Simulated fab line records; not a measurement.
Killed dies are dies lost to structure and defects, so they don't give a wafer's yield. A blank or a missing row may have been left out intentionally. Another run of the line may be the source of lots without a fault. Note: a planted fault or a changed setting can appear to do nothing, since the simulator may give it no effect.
Matching of chambers / flow nandHarc / NHARC_A_M1_DEP_33 on pecvd-01: 3 sister chambers
The step deposits SiCN, target thk 30 nm. 3 wafers are shown with their chamber, then 7 later ones without.

## WAFERS PAIRED WITH THEIR CHAMBERS
wafer=L137.1; chamber=0; heaterPowerW (W)=467
wafer=L141.1; chamber=1; heaterPowerW (W)=563
wafer=L141.4; chamber=2; heaterPowerW (W)=560

## WAFERS WITHOUT THEIR CHAMBER
wafer=L141.5; heaterPowerW (W)=527
wafer=L145.1; heaterPowerW (W)=622
wafer=L145.2; heaterPowerW (W)=499
wafer=L145.6; heaterPowerW (W)=560
wafer=L149.2; heaterPowerW (W)=627
wafer=L149.3; heaterPowerW (W)=504
wafer=L149.6; heaterPowerW (W)=665

## WHICH CHAMBER EACH ONE RAN IN
wafer=L141.5; from the rows above=can't be placed: 2 or 1 or 0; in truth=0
wafer=L145.1; from the rows above=can't be placed: 1 or 2 or 0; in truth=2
wafer=L145.2; from the rows above=can't be placed: 0 or 2 or 1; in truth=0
wafer=L145.6; from the rows above=can't be placed: 2 or 1 or 0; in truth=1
wafer=L149.2; from the rows above=can't be placed: 1 or 2 or 0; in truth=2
wafer=L149.3; from the rows above=can't be placed: 0 or 2 or 1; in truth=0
wafer=L149.6; from the rows above=can't be placed: 1 or 2 or 0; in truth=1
Placed correctly: 0 of 7. Cannot be placed on the basis of these rows: 7; the candidates contain the true chamber in 7. Placed wrongly: 0.
How it was worked out, from the rows above alone: a wafer's distance from a chamber is the root of the sum, over the readings, of the square of ((its reading less the chamber's mean) divided by the reading's scatter). The wafer belongs to the nearest chamber; if the next one is less than 2 further off, it can't be placed. A chamber's mean is the mean of its shown wafers. The scatter: with one shown wafer a chamber, the root of the mean of the squares of how far each hidden wafer lies from its nearest shown one.
